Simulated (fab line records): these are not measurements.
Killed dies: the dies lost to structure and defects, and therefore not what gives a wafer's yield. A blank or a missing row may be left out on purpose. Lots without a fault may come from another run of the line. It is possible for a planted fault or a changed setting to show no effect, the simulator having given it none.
fab line records    flow nand_harc
record lots=11  wafers=33  last_day=33
route steps=1302 shown P_ZERO_WELL@14 P_STI@89
lots untouched by any fault: they come from a run of this same line in which no faults occurred
start_h: the number of hours between the record's first day and the start of the first shown wafer of the lot    wait_h: hours since the lot's step before    " as in the row above    L1.1+2: a single row standing in for several wafers    - either no value or no given start    * or withheld: withheld    < > ~ a bound
route shown NAME@n: names a module that has steps shown in the file, with the first one's number in the route    usual: mean/standard deviation of fault-free wafers    same: alike in all rows    chamber/n: place in a boat    sites: the reading at each site    _std_site: standard deviation across them    _edge_site: mean of outer sites minus mean of inner sites    radius_mm: how far each site lies from the wafer's centre    mask NAME#n: copy n    behind: tool/chamber where the wafer was last shaped    hold: reason for holding the lot/hours on hold/outcome of the hold    device: the n, p or np transistor that did not switch    end of line: at the end of the route, the tests of the same wafers    where a step has no rows: the recipe by itself    killed: not the wafer's yield, but the dies lost to structure and defects at the first sort    map: a wafer's dies, x killed, . not, _ none there
set.NAME: the setting the step ran with; set.NAME@STEP: the setting that earlier step ran with    model.NAME: the simulator's own value behind a step, which no gauge read
a sample of lots followed through the steps of the route, with each step as a table and each wafer as a row
services: from which hour (start_h, from the record's first day; less than 0 if before it) a tool's chamber was out of use, for how many hours, and why
## steps
# step NHARC_P_ZERO_WELL_CD_MEAS_11
# recipe target_cd_nm=500  landing_energy_ev=500
# usual cd_nm=500.1/2.1
# same landing_energy_ev=500
lot.wafer  tool       chamber  start_h  wait_h  cd_nm
L155.1     cd_sem-02  0        21.30    -       501.1
L155.5     "          0        "        "       498.4
L155.6     "          0        "        "       498.9
L156.2     cd_sem-02  0        31.12    -       497.7
L156.3     "          0        "        "       499.0
L156.5     "          0        "        "       500.5
L157.2     cd_sem-03  0        41.24    -       500.0
L157.4     "          0        "        "       496.4
L157.6     "          0        "        "       499.1
L160.1     cd_sem-03  0        71.24    -       501.1
L160.2     "          0        "        "       502.3
L160.5     "          0        "        "       499.2
L161.2     cd_sem-03  0        81.12    -       501.5
L161.3     "          0        "        "       500.9
L161.5     "          0        "        "       502.6
L165.3     cd_sem-02  0        121.25   -       502.8
L165.4     "          0        "        "       501.4
L165.5     "          0        "        "       502.9
L167.3     cd_sem-03  0        141.25   -       498.6
L167.5     "          0        "        "       500.6
L167.6     "          0        "        "       501.2
L175.1     cd_sem-03  0        221.23   -       503.5
L175.2     "          0        "        "       502.6
L175.6     "          0        "        "       501.3
L176.3     cd_sem-01  0        231.25   -       497.6
L176.4     "          0        "        "       498.2
L176.6     "          0        "        "       500.8
L177.3     cd_sem-02  0        241.24   -       497.3
L177.4     "          0        "        "       498.0
L177.5     "          0        "        "       499.5
L178.3     cd_sem-03  0        251.12   -       504.5
L178.4     "          0        "        "       503.5
L178.5     "          0        "        "       503.9
# step NHARC_P_ZERO_WELL_ETCH_65
# recipe target_depth_a=800  overetch_a=240  time_s=87.88  ion_energy_ev=200  n2_flow_sccm=150  h2_flow_sccm=150  ar_flow_sccm=0  rf_w=400  bias_w=150  chemistry=N2/H2
# usual drypump_motor_current_A=5.9/0.44  oes_product_au=1.000/0.0099  rf_vpp_V=430.8/2.5  showerhead_plenum_p_Torr=2.05/0.083  throttle_valve_pct=14.171/0.0089
lot.wafer  tool         chamber  start_h  wait_h  drypump_motor_current_A  oes_product_au  rf_hours_counter_h  rf_vpp_V  showerhead_plenum_p_Torr  throttle_valve_pct
L155.1     rie_diel-07  2        21.54    0.1     5.9                      1.006           22                  429.1     2.02                      14.182
L155.6     "            2        "        "       5.9                      1.009           -                   430.4     2.02                      14.178
L155.5     "            3        "        "       5.7                      1.011           -                   427.8     1.92                      14.169
L156.3     rie_diel-07  2        31.37    0.1     5.9                      0.998           24                  430.4     2.02                      14.161
L156.2     "            1        "        "       6.6                      0.988           26                  433.5     2.17                      14.159
L156.5     "            1        "        "       6.6                      0.991           -                   434.5     2.17                      14.175
L157.4     rie_diel-13  0        41.48    0.1     5.4                      0.980           12                  432.6     2.13                      14.164
L157.2     "            2        "        "       5.7                      0.994           12                  431.7     2.05                      14.159
L157.6     "            0        "        "       5.4                      0.971           -                   431.6     2.13                      14.168
L160.2     rie_diel-13  0        71.49    0.1     5.4                      0.974           20                  433.3     2.12                      14.185
L160.1     "            2        "        "       5.7                      0.987           21                  430.4     2.04                      14.173
L160.5     "            3        "        "       6.3                      0.993           -                   432.4     2.11                      14.171
L161.3     rie_diel-03  0        82.51    0.1     6.4                      0.994           52                  426.7     1.94                      14.166
L161.2     "            2        "        "       6.2                      0.990           40                  432.1     2.05                      14.149
L161.5     "            1        "        "       5.1                      0.996           -                   429.8     2.06                      14.167
L165.3     rie_diel-03  2        121.82   0.1     6.2                      1.015           2                   431.1     2.04                      14.174
L165.4     "            3        "        "       6.0                      1.003           2                   432.3     2.08                      14.187
L165.5     "            0        "        "       6.4                      0.997           -                   428.4     1.94                      14.159
L167.3     rie_diel-07  2        141.49   0.1     5.9                      1.008           6                   428.3     2.01                      14.168
L167.5     "            1        "        "       6.6                      1.011           -                   434.6     2.15                      14.177
L167.6     "            2        "        "       5.9                      1.004           -                   429.7     2.01                      14.175
L175.1     rie_diel-13  2        221.48   0.1     5.7                      1.004           12                  429.8     2.03                      14.179
L175.2     "            0        "        "       5.3                      1.006           15                  433.5     2.10                      14.183
L175.6     "            2        "        "       5.7                      0.993           -                   430.3     2.03                      14.181
L176.4     rie_diel-13  1        231.54   0.1     5.4                      0.990           17                  435.2     2.19                      14.176
L176.3     "            2        "        "       5.7                      0.997           15                  430.3     2.03                      14.179
L176.6     "            0        "        "       5.4                      1.004           -                   433.0     2.10                      14.161
L177.3     rie_diel-03  1        241.51   0.1     5.1                      1.017           44                  431.9     2.04                      14.168
L177.5     "            3        "        "       6.0                      1.018           -                   431.0     2.07                      14.163
L177.4     "            1        "        "       5.1                      1.022           -                   430.0     2.04                      14.161
L178.4     rie_diel-13  2        251.37   0.1     5.7                      0.993           20                  430.2     2.02                      14.178
L178.3     "            3        "        "       6.3                      1.002           20                  431.2     2.09                      14.167
L178.5     "            1        "        "       5.3                      0.996           -                   434.8     2.19                      14.173
# step NHARC_P_ZERO_WELL_EXPOSE_21
# recipe na=0.6  target_cd_nm=720  dose_mj=22.31  mask_id=P_NWELL
# usual exposure_dose_mJ_cm2=22.310/0.024
lot.wafer  tool            chamber  start_h  wait_h  mask          exposure_dose_mJ_cm2
L155.1     krf_scanner-01  0        22.48    -       P_NWELL#0     22.346
L155.5     "               0        "        "       P_NWELL#0     22.363
L155.6     "               0        "        "       P_NWELL#0     22.332
L156.2     krf_scanner-04  0        32.36    -       P_NWELL#0     22.283
L156.3     "               0        "        "       P_NWELL#0     22.256
L156.5     "               0        "        "       P_NWELL#0     22.294
L157.2     krf_scanner-01  0        42.43    -       P_NWELL#0     22.336
L157.4     "               0        "        "       P_NWELL#0     22.313
L157.6     "               0        "        "       P_NWELL#0     22.286
L160.1     krf_scanner-01  0        72.43    -       P_NWELL#0     22.268
L160.2     "               0        "        "       P_NWELL#0     22.306
L160.5     "               0        "        "       P_NWELL#0     22.319
L161.2     krf_scanner-01  0        83.34    -       P_NWELL#0     22.321
L161.3     "               0        "        "       P_NWELL#0     22.311
L161.5     "               0        "        "       P_NWELL#0     22.295
L165.3     krf_scanner-01  0        122.76   -       P_NWELL_R1#0  22.294
L165.4     "               0        "        "       P_NWELL_R1#0  22.339
L165.5     "               0        "        "       P_NWELL_R1#0  22.305
L167.3     krf_scanner-04  0        142.44   -       P_NWELL#0     22.331
L167.5     "               0        "        "       P_NWELL#0     22.324
L167.6     "               0        "        "       P_NWELL#0     22.322
L175.1     krf_scanner-02  0        222.41   -       P_NWELL#0     22.294
L175.2     "               0        "        "       P_NWELL#0     22.297
L175.6     "               0        "        "       P_NWELL#0     22.306
L176.3     krf_scanner-04  0        232.51   -       P_NWELL#0     22.309
L176.4     "               0        "        "       P_NWELL#0     22.303
L176.6     "               0        "        "       P_NWELL#0     22.271
L177.3     krf_scanner-04  0        242.41   -       P_NWELL#0     22.284
L177.4     "               0        "        "       P_NWELL#0     22.305
L177.5     "               0        "        "       P_NWELL#0     22.286
L178.3     krf_scanner-04  0        252.19   -       P_NWELL#0     22.303
L178.4     "               0        "        "       P_NWELL#0     22.274
L178.5     "               0        "        "       P_NWELL#0     22.318
# step NHARC_P_ZERO_WELL_CD_MEAS_24
# recipe target_cd_nm=720  landing_energy_ev=500
# usual cd_nm=720.6/1.8
# same landing_energy_ev=500
lot.wafer  tool       chamber  start_h  wait_h  hold                      cd_nm
L155.1     cd_sem-02  0        22.64    -       -                         717.8
L155.5     "          0        "        "       -                         720.1
L155.6     "          0        "        "       -                         718.0
L156.2     cd_sem-03  0        32.52    -       -                         722.0
L156.3     "          0        "        "       -                         721.7
L156.5     "          0        "        "       -                         721.8
L157.2     cd_sem-03  0        42.58    -       -                         719.9
L157.4     "          0        "        "       -                         721.2
L157.6     "          0        "        "       -                         721.4
L160.1     cd_sem-01  0        72.59    -       -                         721.4
L160.2     "          0        "        "       -                         719.4
L160.5     "          0        "        "       -                         720.9
L161.2     cd_sem-02  0        83.49    -       -                         718.7
L161.3     "          0        "        "       -                         721.9
L161.5     "          0        "        "       -                         722.5
L165.3     cd_sem-03  0        122.91   -       await_dispo/0.2h/release  707.3
L165.4     "          0        "        "       await_dispo/0.2h/release  705.9
L165.5     "          0        "        "       await_dispo/0.2h/release  709.2
L165.3     cd_sem-03  0        -        -       -                         707.0
L165.4     "          0        "        "       -                         706.0
L165.5     "          0        "        "       -                         709.2
L167.3     cd_sem-02  0        142.59   -       -                         720.2
L167.5     "          0        "        "       -                         721.9
L167.6     "          0        "        "       -                         718.5
L175.1     cd_sem-01  0        222.57   -       -                         718.8
L175.2     "          0        "        "       -                         717.3
L175.6     "          0        "        "       -                         720.6
L176.3     cd_sem-02  0        232.66   -       -                         722.6
L176.4     "          0        "        "       -                         721.1
L176.6     "          0        "        "       -                         719.9
L177.3     cd_sem-01  0        242.56   -       -                         721.5
L177.4     "          0        "        "       -                         718.2
L177.5     "          0        "        "       -                         718.5
L178.3     cd_sem-02  0        252.34   -       -                         719.3
L178.4     "          0        "        "       -                         723.4
L178.5     "          0        "        "       -                         719.4
# step NHARC_P_STI_ETCH_31
# recipe target_depth_a=1089  time_s=54.5  cf4_flow_sccm=100  chf3_flow_sccm=30  ar_flow_sccm=0  rf_w=500  bias_w=200  chemistry=CF4/CHF3
# usual drypump_motor_current_A=5.3/0.36  oes_product_au=0.958/0.023  rf_vpp_V=370.6/1.9  showerhead_plenum_p_Torr=1.57/0.05  throttle_valve_pct=16.803/0.0093
lot.wafer  tool         chamber  start_h  wait_h  drypump_motor_current_A  oes_product_au  rf_hours_counter_h  rf_vpp_V  showerhead_plenum_p_Torr  throttle_valve_pct
L155.1     rie_diel-10  0        -        -       5.2                      0.922           6                   371.8     1.60                      16.800
L155.6     "            1        "        "       5.6                      0.918           -                   370.8     1.57                      16.810
L155.5     "            2        "        "       5.4                      0.924           -                   370.5     1.59                      16.807
L156.2     rie_diel-08  1        -        -       4.9                      0.983           2                   368.8     1.51                      16.798
L156.3     "            0        "        "       5.3                      0.987           2                   368.8     1.52                      16.810
L156.5     "            1        "        "       5.0                      0.989           -                   366.5     1.51                      16.790
L157.2     rie_diel-10  1        -        -       5.5                      0.967           6                   370.9     1.57                      16.816
L157.4     "            2        "        "       5.4                      0.952           7                   372.2     1.59                      16.793
L157.6     "            0        "        "       5.1                      0.980           -                   373.0     1.60                      16.801
L160.1     rie_diel-10  3        -        -       4.9                      0.955           1                   368.3     1.48                      16.809
L160.2     "            0        "        "       5.2                      0.966           1                   371.7     1.60                      16.801
L160.5     "            0        "        "       5.1                      0.979           -                   370.1     1.60                      16.791
L161.2     rie_diel-08  0        -        -       5.2                      0.986           6                   370.4     1.52                      16.795
L161.3     "            1        "        "       4.9                      0.977           6                   368.8     1.51                      16.802
L161.5     "            0        "        "       5.3                      0.991           -                   368.4     1.52                      16.808
L165.4     rie_diel-09  1        -        -       6.4                      0.967           14                  373.8     1.64                      16.800
L165.3     "            2        "        "       5.7                      0.968           15                  374.5     1.66                      16.814
L165.5     "            3        "        "       4.8                      0.974           -                   370.6     1.57                      16.796
L167.3     rie_diel-10  1        -        -       5.5                      0.978           4                   369.8     1.57                      16.787
L167.5     "            3        "        "       4.9                      0.970           -                   367.8     1.48                      16.802
L167.6     "            0        "        "       5.2                      0.967           -                   372.3     1.60                      16.799
L175.1     rie_diel-08  0        -        -       5.3                      0.919           4                   369.3     1.52                      16.803
L175.2     "            2        "        "       4.8                      0.931           3                   369.3     1.57                      16.799
L175.6     "            1        "        "       4.9                      0.931           -                   368.6     1.50                      16.813
L176.3     rie_diel-08  0        -        -       5.2                      0.941           4                   367.2     1.52                      16.798
L176.6     "            0        "        "       5.2                      0.940           -                   368.7     1.52                      16.800
L176.4     "            3        "        "       5.5                      0.962           -                   371.6     1.61                      16.823
L177.3     rie_diel-09  0        -        -       5.6                      0.939           8                   373.7     1.63                      16.804
L177.4     "            3        "        "       4.8                      0.920           -                   370.1     1.57                      16.808
L177.5     "            0        "        "       5.6                      0.941           -                   371.7     1.63                      16.802
L178.3     rie_diel-08  3        -        -       5.4                      0.924           -                   372.4     1.61                      16.813
L178.4     "            0        "        "       5.3                      0.919           -                   368.7     1.52                      16.805
L178.5     "            3        "        "       5.4                      0.926           -                   371.0     1.61                      16.789
## services
tool            chamber  start_h  hours  kind
krf_scanner-04  -        10.00    4.0    pm
rie_diel-08     -        13.80    9.0    pm
rie_diel-10     -        23.10    0.3    repair
rie_diel-07     0        28.84    4.6    repair
rie_diel-08     2        38.61    4.0    repair
rie_diel-08     2        51.39    7.7    repair
rie_diel-10     -        65.50    9.0    pm
rie_diel-10     0        128.07   19.8   repair
krf_scanner-01  -        140.03   4.0    pm
krf_scanner-04  -        153.85   0.5    repair
rie_diel-13     2        156.41   22.4   repair
rie_diel-08     2        163.35   6.1    repair
rie_diel-13     -        165.01   9.0    pm
krf_scanner-04  -        167.36   0.3    repair
rie_diel-10     3        168.10   1.6    repair
krf_scanner-04  -        182.00   4.0    pm
rie_diel-08     -        190.81   9.0    pm
rie_diel-13     3        200.20   13.6   repair
rie_diel-13     -        202.49   0.5    repair
rie_diel-08     0        236.47   3.2    repair
rie_diel-10     -        242.50   9.0    pm
rie_diel-13     1        252.63   6.6    repair
rie_diel-08     2        253.28   17.2   repair
rie_diel-08     1        266.72   3.4    repair
## key
first_sign step=NHARC_P_ZERO_WELL_EXPOSE_21  reading=mask  direction=changed
effect step=NHARC_P_ZERO_WELL_CD_MEAS_24  reading=visit  direction=added
effect step=NHARC_P_ZERO_WELL_CD_MEAS_24  reading=cd_nm  direction=down  sigmas=7.2  usual=720.6  struck=707.5
met_at NHARC_P_ZERO_WELL_EXPOSE_21
struck_lots L165
tester_left_out L165
not_acting_at NHARC_P_ZERO_WELL_CD_MEAS_11,NHARC_P_ZERO_WELL_ETCH_65,NHARC_P_STI_ETCH_31
onset_between 83.34 122.76
fault kind=wrong_mask  tool=any  chamber=-  onset_h=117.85  steps=NHARC_P_ZERO_WELL_EXPOSE_21  aux_copy=P_NWELL_R1#0  cd_offset_nm=-15.581  scope=struck_lots_only
# tester_left_out: of these lots the tester's yield and bins aren't shown, on N5 and GAA mostly nor the transistor test; their killed dies are dies lost to structure and defects alone, not to doping, threshold or leakage, so they don't give the yield
